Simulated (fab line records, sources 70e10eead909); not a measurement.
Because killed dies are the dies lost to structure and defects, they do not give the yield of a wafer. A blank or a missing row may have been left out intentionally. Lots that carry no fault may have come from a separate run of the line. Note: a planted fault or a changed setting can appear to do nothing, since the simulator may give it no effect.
Matching of chambers ; flow nand_harc ; cmp-01 running NHARC_A_STAIRCASE_CMP_450: 4 sister chambers
The step polishes SiO2, target thk 200 nm. 4 wafers are shown with their chamber, then 10 later ones without.

== EACH WAFER AND ITS CHAMBER ==
wafer;chamber;motor_current_A (A)
L080.6;1;14.4
L084.3;3;13.0
L086.3;0;13.0
L086.4;2;12.6

== WAFERS WHOSE CHAMBER IS MISSING ==
wafer;motor_current_A (A)
L086.5;13.6
L092.1;12.7
L092.3;13.8
L092.6;13.5
L094.4;13.6
L094.5;13.3
L094.6;13.8
L097.2;12.4
L097.3;12.9
L097.5;13.7

== THE CHAMBER EACH PASSED THROUGH ==
wafer;from the rows above;in truth
L086.5;can't be placed: 0 or 3 or 1 or 2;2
L092.1;can't be placed: 2 or 0 or 3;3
L092.3;can't be placed: 1 or 0 or 3 or 2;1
L092.6;can't be placed: 0 or 3 or 1 or 2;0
L094.4;can't be placed: 0 or 3 or 1 or 2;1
L094.5;can't be placed: 0 or 3 or 2 or 1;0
L094.6;can't be placed: 1 or 0 or 3 or 2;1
L097.2;can't be placed: 2 or 0 or 3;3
L097.3;can't be placed: 0 or 3 or 2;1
L097.5;can't be placed: 0 or 3 or 1 or 2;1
Correct placement for 0 of the 10. Unplaceable from these rows: 10, with the true chamber sitting among the candidates in 9. Placed wrongly: 0.
How it was worked out, from the rows above alone: a wafer's distance from a chamber is the root of the sum, over the readings, of the square of ((its reading less the chamber's mean) divided by the reading's scatter). If the next closest chamber is less than 2 further off than the closest, the wafer can't be placed; otherwise it belongs to the closest. The mean given for a chamber averages the wafers shown for that chamber. The scatter (one wafer shown for each chamber): square how far every hidden wafer sits from the nearest shown wafer, average those squares and take the square root.
